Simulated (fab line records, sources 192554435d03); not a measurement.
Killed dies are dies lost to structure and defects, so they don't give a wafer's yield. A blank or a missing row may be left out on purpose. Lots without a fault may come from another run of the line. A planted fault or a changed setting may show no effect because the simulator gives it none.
A struck lot beside a sound one | flow n5_finfet | 18 steps out of a route of 1938
Sound: wafers L892.1, L892.3, L892.4. Struck: wafer L895.5. (L895.4 of the same lot was not struck and is left out.) The cause comes at the end.
At each step with rows: each side's tool, then ch and its chambers, then its first start. Under that, the readings that differ: sound wafers | struck wafers | difference of the means | sigmas: that difference in standard deviations of wafers without a fault.
alike: readings whose means differ by less than 2 such deviations, and words and numbers that are the same on both sides. not compared: withheld readings, readings that some wafer has no value for, bounds like >300 that may hide the same value, and numbers for which the record gives no deviation and whose values overlap.
The two part at a step that has a row with sigmas, a row that says differs or no value, or rows on one side only. Numbers that don't overlap but have no deviation are shown without sigmas and don't part them. A reading that every wafer of one side lacks parts them only if that side has two wafers or more.

N5_PASSIVATION_AL_ETCH_33: etches Al in Cl2/BCl3, stops on TaN, target depth 2800 nm, time 466.7 s.
  sound on rie_metal-02 ch 0,1, day 12 18:53; struck on rie_metal-03 ch 0, day 14 06:55
  alike: drypump_motor_current_A, oes_product_au, rf_fwd_power_W, throttle_valve_pct
  not compared: rf_hours_counter_h
N5_PASSIVATION_ETCH_59: etches TaN in Cl2/BCl3, target depth 65 nm, time 34.9 s.
  sound on rie_metal-02 ch 0,1, day 12 19:17; struck on rie_metal-03 ch 0, day 14 07:13
  reading                     | sound       | struck | difference | sigmas
  drypump_motor_current_A (A) | 5.2 5.3 5.8 | 6.2    | +0.8       | +2
  alike: oes_product_au, rf_fwd_power_W, throttle_valve_pct
  not compared: rf_hours_counter_h
N5_PASSIVATION_STRIP_34: strips in O2.
  sound on rie_diel-01 ch 0,1,2, day 12 19:31; struck on rie_diel-01 ch 1, day 14 07:17
  alike: drypump_motor_current_A, oes_product_au, rf_vpp_V, showerhead_plenum_p_Torr, throttle_valve_pct
  not compared: rf_hours_counter_h
then, 4 steps without rows for these wafers: N5_PASSIVATION_STRIP_51 (strips in post etch residue remover, time 1200 s); N5_PASSIVATION_CLEAN_69 (cleans in IPA, time 180 s); N5_PASSIVATION_SRD_70 (time 30 s); N5_PASSIVATION_PECVD_53 (deposits SiO2 from TEOS/O2, target thk 800 nm, time 169.4 s).
N5_PASSIVATION_PECVD_35: deposits SiNx from SiH4/NH3/N2, target thk 700 nm, time 151.3 s.
  sound on pecvd-02 ch 0,2, day 12 20:08; struck on pecvd-01 ch 1, day 14 08:04
  alike: heater_power_w, rf_fwd_power_W, showerhead_plenum_p_Torr, throttle_valve_pct
  not compared: since_wet_clean_h
then, 4 steps without rows for these wafers: N5_PASSIVATION_HMDS_37 (time 60 s); N5_PASSIVATION_COAT_38; N5_PASSIVATION_EBR_40; N5_PASSIVATION_SOFTBAKE_39 (time 120 s).
N5_PASSIVATION_EXPOSE_41: exposes mask PASS OPEN, defocus 0 nm, target cd 40000 nm.
  sound on krf_scanner-01 ch 0, day 12 20:31; struck on krf_scanner-01 ch 0, day 14 08:28
  alike: mask
then, 3 steps without rows for these wafers: N5_PASSIVATION_PEB_42; N5_PASSIVATION_DEVELOP_43 (develop time 60 s); N5_PASSIVATION_HARDBAKE_45 (time 120 s).
N5_PASSIVATION_CD_MEAS_44: target cd 40000 nm.
  sound on cd_sem-01 ch 0, day 12 20:41; struck on cd_sem-01 ch 0, day 14 08:38
  reading    | sound             | struck | difference | sigmas
  cd_nm (nm) | 40001 40006 39999 | 40082  | +80        | +22
N5_PASSIVATION_OVL_MEAS_66:
  sound on overlay-01 ch 0, day 12 20:43; struck on overlay-02 ch 0, day 14 08:40
  alike: PASS_OPEN_OVL

WHERE THEY PART
First at N5_PASSIVATION_ETCH_59; last, within this record, at N5_PASSIVATION_CD_MEAS_44. Later steps at which nothing parts them and some readings are alike: N5_PASSIVATION_OVL_MEAS_66.

WHY: what the simulator had put in
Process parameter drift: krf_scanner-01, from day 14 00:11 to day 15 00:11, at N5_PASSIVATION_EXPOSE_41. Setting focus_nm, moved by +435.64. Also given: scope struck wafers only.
